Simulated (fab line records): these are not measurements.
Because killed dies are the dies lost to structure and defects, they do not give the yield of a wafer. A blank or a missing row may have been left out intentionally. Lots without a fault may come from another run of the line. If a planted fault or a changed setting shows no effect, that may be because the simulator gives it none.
Lot-split experiment | flow n5Finfet | on a route of 1938 steps: 7 lots, 39 wafers read

## ABOUT THE SPLIT
At N5_DUMMY_GATE_EXPOSE_12 (exposes mask GATE, target cd 25 nm), the setting doseMj was moved away from the recipe's 34 on 12 of the 39 wafers read, by +2.1% to +5.2%. All remaining wafers had this setting at the recipe value.

## FROM THE SPLIT TO THE READING: what the file shows between them, 4 steps
- N5_DUMMY_GATE_PEB_13: peb time 60 s
- N5_DUMMY_GATE_DEVELOP_14: develop time 30 s
- N5_DUMMY_GATE_STRIP_38: strips in N2/H2
- N5_DUMMY_GATE_STRIP_39: strips in N2/H2

## THE READING
DUMMY_GATE.cdNm (the simulator's own value, which no gauge read), in nm, at N5_DUMMY_GATE_TRIM_49 (chemistry O2, time 29 s, target cd 14 nm). There is no usual value for it anywhere in the file. Here, 27 wafers ran the recipe; their average is 13.9 nm with a standard deviation of 0.15 nm.

wafer  | tool, chamber at the split | doseMj as run | against the recipe | DUMMY_GATE.cdNm, nm | against lot-mates on the recipe
L074.1 | euvScanner-02, 0           | 34.7          | +2.1%              | 13.6                | -0.3
L074.4 | euvScanner-02, 0           | 34.7          | +2.1%              | 13.6                | -0.3
L074.6 | euvScanner-02, 0           | 34.7          | +2.1%              | 13.6                | -0.3
L074.2 | euvScanner-02, 0           | 34            | recipe             | 13.6                | -
L074.3 | euvScanner-02, 0           | 34            | recipe             | 14                  | -
L074.5 | euvScanner-02, 0           | 34            | recipe             | 14                  | -
L078.1 | euvScanner-02, 0           | 34            | recipe             | 14                  | -
L078.2 | euvScanner-02, 0           | 34            | recipe             | 14                  | -
L078.3 | euvScanner-02, 0           | 34            | recipe             | 13.6                | -
L078.4 | euvScanner-02, 0           | 34            | recipe             | 13.8                | -
L078.5 | euvScanner-02, 0           | 34            | recipe             | 13.8                | -
L078.6 | euvScanner-02, 0           | 34            | recipe             | 13.8                | -
L080.4 | euvScanner-02, 0           | 34            | recipe             | 13.6                | -
L080.5 | euvScanner-02, 0           | 34            | recipe             | 13.6                | -
L080.6 | euvScanner-02, 0           | 34            | recipe             | 13.8                | -
L083.1 | euvScanner-01, 0           | 34            | recipe             | 14                  | -
L083.5 | euvScanner-01, 0           | 34            | recipe             | 14                  | -
L083.2 | euvScanner-01, 0           | 35.1          | +3.2%              | 13.4                | -0.7
L083.3 | euvScanner-01, 0           | 34            | recipe             | 14.2                | -
L083.4 | euvScanner-01, 0           | 35.1          | +3.2%              | 13.6                | -0.5
L083.6 | euvScanner-01, 0           | 35.1          | +3.2%              | 13.6                | -0.5
L086.1 | euvScanner-02, 0           | 34            | recipe             | 13.8                | -
L086.5 | euvScanner-02, 0           | 34            | recipe             | 13.8                | -
L086.2 | euvScanner-02, 0           | 35.78         | +5.2%              | 12.8                | -1.1
L086.6 | euvScanner-02, 0           | 35.78         | +5.2%              | 12.8                | -1.1
L086.3 | euvScanner-02, 0           | 34            | recipe             | 14                  | -
L086.4 | euvScanner-02, 0           | 35.78         | +5.2%              | 13                  | -0.9
L088.1 | euvScanner-02, 0           | 34.95         | +2.8%              | 13.6                | -0.3
L088.2 | euvScanner-02, 0           | 34.95         | +2.8%              | 13.6                | -0.3
L088.3 | euvScanner-02, 0           | 34.95         | +2.8%              | 13.6                | -0.3
L088.4 | euvScanner-02, 0           | 34            | recipe             | 13.8                | -
L088.5 | euvScanner-02, 0           | 34            | recipe             | 14                  | -
L088.6 | euvScanner-02, 0           | 34            | recipe             | 14                  | -
L092.1 | euvScanner-01, 0           | 34            | recipe             | 13.8                | -
L092.3 | euvScanner-01, 0           | 34            | recipe             | 13.8                | -
L092.4 | euvScanner-01, 0           | 34            | recipe             | 13.8                | -
L092.5 | euvScanner-01, 0           | 34            | recipe             | 13.8                | -
L092.6 | euvScanner-01, 0           | 34            | recipe             | 13.8                | -
L092.2 | euvScanner-01, 0           | 34            | recipe             | 14                  | -

FIT RESULTS
A straight line over all 39 wafers: DUMMY_GATE.cdNm changes by -0.155 nm for each +1% of doseMj; r = -0.86; the points scatter about the line by 0.16 nm.
The same after taking each lot's own level away (the mean of its wafers on the recipe; 39 wafers): -0.172 nm for each +1%; r = -0.93; scatter 0.12 nm.
On that fit, the largest move of doseMj shifts the reading by 0.9 nm.
The span of the lots' own levels, 13.67 to 14.07 nm, comes to 2.6 times the standard deviation stated above.
Hence the slope depends on the lot-to-lot level, as the two fits are not the same.
Check: -0.849 nm against its lot-mates is what the line predicts for one of the wafers moved furthest among these (+5.2%) when that wafer is left out of the fit. Against them it came out at -1.07 nm.

## THE OTHER SPLITS THESE WAFERS WENT THROUGH
Before the reading, these wafers also passed through other splits. Each is held against what the fit with the lots' levels taken away leaves over:
other split on the same wafers        | wafers away from the commonest value | r with DUMMY_GATE.cdNm (lot level and that fit taken away)
N5_FIN_SAQP_SPACER2_ALD_28 targetThkA | 12                                   | +0.32

## FILE'S OWN FIT
DUMMY_GATE.cdNm changes by -0.169 nm for each +1% of doseMj, r = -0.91.
